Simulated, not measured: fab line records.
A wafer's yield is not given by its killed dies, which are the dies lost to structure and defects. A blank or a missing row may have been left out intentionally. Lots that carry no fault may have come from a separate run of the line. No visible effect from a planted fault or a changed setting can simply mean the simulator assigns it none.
Chamber matching :: flow n5 finfet :: N5_MOL_CONTACT_COAG_DESCUM_13 on rie diel-05 has 4 sister chambers
The step chemistry O2, time 7 s. 4 wafers are shown with their chamber, then 11 later ones without.

## WAFERS PAIRED WITH THEIR CHAMBERS
wafer: L081.4
chamber: 1
drypump motor current A (A): 5.6

wafer: L083.3
chamber: 0
drypump motor current A (A): 5.4

wafer: L083.5
chamber: 2
drypump motor current A (A): 5.2

wafer: L084.2
chamber: 3
drypump motor current A (A): 6.4

## WAFERS WITHOUT THEIR CHAMBER
wafer: L084.4
drypump motor current A (A): 5.6

wafer: L084.6
drypump motor current A (A): 6.5

wafer: L085.1
drypump motor current A (A): 5.6

wafer: L085.2
drypump motor current A (A): 6.5

wafer: L085.6
drypump motor current A (A): 5.6

wafer: L088.1
drypump motor current A (A): 5.2

wafer: L088.2
drypump motor current A (A): 5.6

wafer: L088.3
drypump motor current A (A): 6.5

wafer: L091.2
drypump motor current A (A): 5.2

wafer: L091.3
drypump motor current A (A): 5.6

wafer: L091.6
drypump motor current A (A): 5.6

## CHAMBER TAKEN BY EACH
wafer: L084.4
from the rows above: 1
in truth: 1

wafer: L084.6
from the rows above: 3
in truth: 3

wafer: L085.1
from the rows above: 1
in truth: 1

wafer: L085.2
from the rows above: 3
in truth: 3

wafer: L085.6
from the rows above: 1
in truth: 1

wafer: L088.1
from the rows above: 2
in truth: 2

wafer: L088.2
from the rows above: 1
in truth: 1

wafer: L088.3
from the rows above: 3
in truth: 3

wafer: L091.2
from the rows above: 2
in truth: 2

wafer: L091.3
from the rows above: 1
in truth: 1

wafer: L091.6
from the rows above: 1
in truth: 1
11 of 11 placed correctly. Not placeable from these rows: 0. Wrongly placed: 0.
How it was worked out, from the rows above alone: a wafer's distance from a chamber is the root of the sum, over the readings, of the square of ((its reading less the chamber's mean) divided by the reading's scatter). The wafer belongs to the nearest chamber; if the next one is less than 2 further off, it can't be placed. For every chamber, the mean is computed from those of its wafers that are shown. The scatter (one wafer shown for each chamber): square how far every hidden wafer sits from the nearest shown wafer, average those squares and take the square root.
